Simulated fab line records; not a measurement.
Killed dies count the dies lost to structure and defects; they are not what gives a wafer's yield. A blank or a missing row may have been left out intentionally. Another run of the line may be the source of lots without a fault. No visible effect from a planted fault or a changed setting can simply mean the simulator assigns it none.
Shared-tool check	flow nand harc	9 wafers sampled across 3 lots

## THE REASON FOR OPENING IT
At NHARC_END_SORT_01 the reading killed at array is flagged on 2 of 3 lots. Wafers without a fault read 27, standard deviation 11.
Rule: a lot is flagged in two cases, either no wafer of it has a number, or all its wafers with numbers fall more than 4 standard deviations from that mean. The rest of the lots are taken to be sound.

lot	measured	on	killed at array, wafer by wafer	flag
L559	day 21 18:22	prober-02	674 675 674	FLAGGED
L562	day 22 03:00	prober-01	673 670 672	FLAGGED
L567	day 23 06:13	prober-02	17 29 24	
The numbers of the flagged lots are 673 on average: +646 against the usual, or +59 standard deviations.

## LOT BY LOT: THE TOOL USED
Before the reading, the record contains 3 process steps out of a 1159-step route. Cell contents, in order: the tool; ch with the chambers the sampled wafers went through; the start.
lot	flag	NHARC_A_CONTACT_ETCH_129	NHARC_A_CONTACT_ETCH_132	NHARC_A_CONTACT_ETCH_97
L559	FLAGGED	har cap etch-03 ch 0,1, day 19 08:43	har cap etch-03 ch 0,1, day 19 09:08	rie diel-12 ch 0,1, day 19 10:02 or earlier
L562	FLAGGED	har cap etch-03 ch 0,1, day 19 17:34	har cap etch-03 ch 0,1, day 19 17:59	rie diel-12 ch 0,2,3, day 19 18:53
L567		har cap etch-02 ch 0,1, day 20 22:59	har cap etch-02 ch 0,1, day 20 23:25	rie diel-12 ch 0,1,2, day 21 00:19 or earlier
What these steps do:
- NHARC_A_CONTACT_ETCH_129: etches the open film in C4F8/O2/Ar, time 155 s, target depth 956 nm.
- NHARC_A_CONTACT_ETCH_132: etches the open film in C4F8/O2/Ar, time 156 s, target depth 958 nm.
- NHARC_A_CONTACT_ETCH_97: etches the open film in C4F6/O2, target depth 20 nm, time 10 s.
- NHARC_END_SORT_01

## FLAGGED OVER TOTAL, TOOL BY TOOL (the gauges that took the reading come last)
step	tool	lots run	flagged	share of the flagged lots	sound lots run after its first flagged lot
NHARC_A_CONTACT_ETCH_129	har cap etch-02	1	0	none	-
NHARC_A_CONTACT_ETCH_129	har cap etch-03	2	2	all	0
NHARC_A_CONTACT_ETCH_132	har cap etch-02	1	0	none	-
NHARC_A_CONTACT_ETCH_132	har cap etch-03	2	2	all	0
NHARC_A_CONTACT_ETCH_97	rie diel-12	3	2	all	1 (L567)
NHARC_END_SORT_01	prober-01	1	1	some	0
NHARC_END_SORT_01	prober-02	2	1	some	1 (L567)
With no start given for some of its lots, NHARC_A_CONTACT_ETCH_97 uses the hours and lot order of NHARC_A_CONTACT_CD_MEAS_80.

## THE TABLE: WHAT IT ALLOWS
In the table, 3 rows ran each flagged lot (har cap etch-03 at NHARC_A_CONTACT_ETCH_129; har cap etch-03 at NHARC_A_CONTACT_ETCH_132; rie diel-12 at NHARC_A_CONTACT_ETCH_97).
- har cap etch-03 at NHARC_A_CONTACT_ETCH_129 ran 2 lots, 2 of them flagged. No sound lot ran on it before its first flagged lot in this sample; the start therefore can't be narrowed down.
- har cap etch-03 at NHARC_A_CONTACT_ETCH_132 ran 2 lots, 2 of them flagged. No sound lot ran on it before its first flagged lot in this sample; the start therefore can't be narrowed down.
- rie diel-12 at NHARC_A_CONTACT_ETCH_97 ran 3 lots, 2 of them flagged. Sound lots followed the first flagged one (L567) on it, something a lasting fault affecting the whole tool could not allow.
Left over: one tool, har cap etch-03 at NHARC_A_CONTACT_ETCH_129 and NHARC_A_CONTACT_ETCH_132.

## WHAT HAD BEEN PUT IN BY THE SIMULATOR
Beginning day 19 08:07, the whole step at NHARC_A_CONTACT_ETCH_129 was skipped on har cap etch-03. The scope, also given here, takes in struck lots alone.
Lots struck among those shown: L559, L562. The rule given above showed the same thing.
